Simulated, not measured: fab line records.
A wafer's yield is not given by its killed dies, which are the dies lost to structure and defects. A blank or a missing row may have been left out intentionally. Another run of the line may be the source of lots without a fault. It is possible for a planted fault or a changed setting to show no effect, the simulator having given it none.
Chamber matching || flow nand harc || 4 sister chambers for NHARC_P_BONDPAD_DESCUM_11 on rie diel-08
The step chemistry O2, time 3 s. 14 wafers are shown with their chamber, then 7 later ones without.

== WAFERS PAIRED WITH THEIR CHAMBERS ==
{"wafer": "L284.1", "chamber": 2, "drypump motor current A (A)": 5.4, "oes product au (a.u.)": 1.010, "rf vpp V (V)": 58.9}
{"wafer": "L284.3", "chamber": 0, "drypump motor current A (A)": 6.4, "oes product au (a.u.)": 0.996, "rf vpp V (V)": 58.9}
{"wafer": "L284.5", "chamber": 0, "drypump motor current A (A)": 6.4, "oes product au (a.u.)": 0.994, "rf vpp V (V)": 58.0}
{"wafer": "L285.2", "chamber": 2, "drypump motor current A (A)": 5.4, "oes product au (a.u.)": 1.001, "rf vpp V (V)": 56.2}
{"wafer": "L285.3", "chamber": 1, "drypump motor current A (A)": 5.4, "oes product au (a.u.)": 1.002, "rf vpp V (V)": 58.8}
{"wafer": "L285.5", "chamber": 2, "drypump motor current A (A)": 5.4, "oes product au (a.u.)": 0.999, "rf vpp V (V)": 57.8}
{"wafer": "L286.2", "chamber": 0, "drypump motor current A (A)": 6.4, "oes product au (a.u.)": 0.994, "rf vpp V (V)": 57.8}
{"wafer": "L286.3", "chamber": 1, "drypump motor current A (A)": 5.4, "oes product au (a.u.)": 1.011, "rf vpp V (V)": 60.1}
{"wafer": "L286.5", "chamber": 1, "drypump motor current A (A)": 5.5, "oes product au (a.u.)": 1.010, "rf vpp V (V)": 58.8}
{"wafer": "L289.1", "chamber": 0, "drypump motor current A (A)": 6.4, "oes product au (a.u.)": 0.992, "rf vpp V (V)": 58.2}
{"wafer": "L289.2", "chamber": 3, "drypump motor current A (A)": 5.6, "oes product au (a.u.)": 0.996, "rf vpp V (V)": 55.8}
{"wafer": "L289.5", "chamber": 1, "drypump motor current A (A)": 5.4, "oes product au (a.u.)": 1.010, "rf vpp V (V)": 58.4}
{"wafer": "L290.2", "chamber": 0, "drypump motor current A (A)": 6.4, "oes product au (a.u.)": 0.988, "rf vpp V (V)": 58.3}
{"wafer": "L290.3", "chamber": 2, "drypump motor current A (A)": 5.4, "oes product au (a.u.)": 1.002, "rf vpp V (V)": 59.0}

SIGNATURES (means of the wafers above)
{"reading": "drypump motor current A", "chamber 0": 6.400, "chamber 1": 5.425, "chamber 2": 5.400, "chamber 3": 5.600, "scatter within a chamber": 0.0274}
{"reading": "oes product au", "chamber 0": 0.99280, "chamber 1": 1.00825, "chamber 2": 1.00300, "chamber 3": 0.99600, "scatter within a chamber": 0.00399}
{"reading": "rf vpp V", "chamber 0": 58.240, "chamber 1": 59.025, "chamber 2": 57.975, "chamber 3": 55.800, "scatter within a chamber": 0.862}
Rule: for a wafer and a chamber, the distance is found by dividing, reading by reading, the gap between the wafer's reading and the chamber's mean by the reading's scatter, squaring, summing and taking the root. If the next closest chamber is less than 2 further off than the closest, the wafer can't be placed; otherwise it belongs to the closest. The scatter: take each reading less its chamber's mean, square it, sum over the shown wafers, divide by the number of wafers less the number of chambers, and take the root.

== WAFERS WITHOUT THEIR CHAMBER ==
{"wafer": "L290.4", "drypump motor current A (A)": 5.4, "oes product au (a.u.)": 1.014, "rf vpp V (V)": 58.2}
{"wafer": "L299.2", "drypump motor current A (A)": 6.4, "oes product au (a.u.)": 0.999, "rf vpp V (V)": 58.2}
{"wafer": "L299.3", "drypump motor current A (A)": 5.4, "oes product au (a.u.)": 1.002, "rf vpp V (V)": 57.5}
{"wafer": "L299.6", "drypump motor current A (A)": 5.6, "oes product au (a.u.)": 0.996, "rf vpp V (V)": 56.8}
{"wafer": "L304.2", "drypump motor current A (A)": 5.5, "oes product au (a.u.)": 0.993, "rf vpp V (V)": 57.9}
{"wafer": "L304.3", "drypump motor current A (A)": 5.4, "oes product au (a.u.)": 1.001, "rf vpp V (V)": 55.9}
{"wafer": "L304.4", "drypump motor current A (A)": 6.5, "oes product au (a.u.)": 0.998, "rf vpp V (V)": 58.9}

== THE CHAMBER EACH PASSED THROUGH ==
{"wafer": "L290.4", "from the rows above": "can't be placed: 1 or 2", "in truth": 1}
{"wafer": "L299.2", "from the rows above": 0, "in truth": 0}
{"wafer": "L299.3", "from the rows above": "can't be placed: 2 or 1", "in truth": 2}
{"wafer": "L299.6", "from the rows above": 3, "in truth": 3}
{"wafer": "L304.2", "from the rows above": "can't be placed: 2 or 3 or 1", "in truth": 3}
{"wafer": "L304.3", "from the rows above": "can't be placed: 2 or 1", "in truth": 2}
{"wafer": "L304.4", "from the rows above": 0, "in truth": 0}
Correctly placed: 3 of 7. Not placeable from these rows: 4 (in 4, the candidates include the true chamber). Wrongly placed: 0.
